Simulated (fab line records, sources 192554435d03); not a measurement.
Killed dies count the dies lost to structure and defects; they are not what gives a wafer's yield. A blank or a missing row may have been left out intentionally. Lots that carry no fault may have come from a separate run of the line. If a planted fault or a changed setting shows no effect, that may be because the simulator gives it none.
Chamber matching / flow n5Finfet / aldMetal-03 running N5_BEOL_M8_ALD_77: 4 sister chambers
The step deposits TaN, target thk 2 nm, pulse time 2 s, purge time 3 s. 8 wafers are shown with their chamber, then 10 later ones without.

== EACH WAFER AND ITS CHAMBER ==
wafer=L077.2; chamber=3; heaterPowerW (W)=420
wafer=L080.4; chamber=3; heaterPowerW (W)=420
wafer=L081.6; chamber=2; heaterPowerW (W)=426
wafer=L084.3; chamber=1; heaterPowerW (W)=371
wafer=L084.4; chamber=0; heaterPowerW (W)=371
wafer=L084.6; chamber=1; heaterPowerW (W)=386
wafer=L087.3; chamber=2; heaterPowerW (W)=431
wafer=L087.4; chamber=0; heaterPowerW (W)=369

== WAFERS WITH NO CHAMBER GIVEN ==
wafer=L087.5; heaterPowerW (W)=377
wafer=L090.2; heaterPowerW (W)=385
wafer=L090.5; heaterPowerW (W)=414
wafer=L090.6; heaterPowerW (W)=427
wafer=L089.1; heaterPowerW (W)=426
wafer=L089.5; heaterPowerW (W)=446
wafer=L089.6; heaterPowerW (W)=382
wafer=L097.1; heaterPowerW (W)=423
wafer=L097.3; heaterPowerW (W)=388
wafer=L097.5; heaterPowerW (W)=415

== THE CHAMBER EACH PASSED THROUGH ==
wafer=L087.5; from the rows above=can't be placed: 1 or 0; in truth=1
wafer=L090.2; from the rows above=can't be placed: 1 or 0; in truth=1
wafer=L090.5; from the rows above=can't be placed: 3 or 2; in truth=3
wafer=L090.6; from the rows above=can't be placed: 2 or 3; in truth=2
wafer=L089.1; from the rows above=can't be placed: 2 or 3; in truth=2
wafer=L089.5; from the rows above=can't be placed: 2 or 3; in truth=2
wafer=L089.6; from the rows above=can't be placed: 1 or 0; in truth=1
wafer=L097.1; from the rows above=can't be placed: 3 or 2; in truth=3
wafer=L097.3; from the rows above=can't be placed: 1 or 0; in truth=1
wafer=L097.5; from the rows above=can't be placed: 3 or 2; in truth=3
Correctly placed: 0 of 10. Unplaceable from these rows: 10, with the true chamber sitting among the candidates in 10. Wrongly placed: 0.
How it was worked out, from the rows above alone: a wafer's distance from a chamber is the root of the sum, over the readings, of the square of ((its reading less the chamber's mean) divided by the reading's scatter). If the next closest chamber is less than 2 further off than the closest, the wafer can't be placed; otherwise it belongs to the closest. A chamber's mean is the mean of its shown wafers. The scatter: the root of (the sum of the squares of (reading less its chamber's mean) over the shown wafers, divided by (wafers less chambers)).
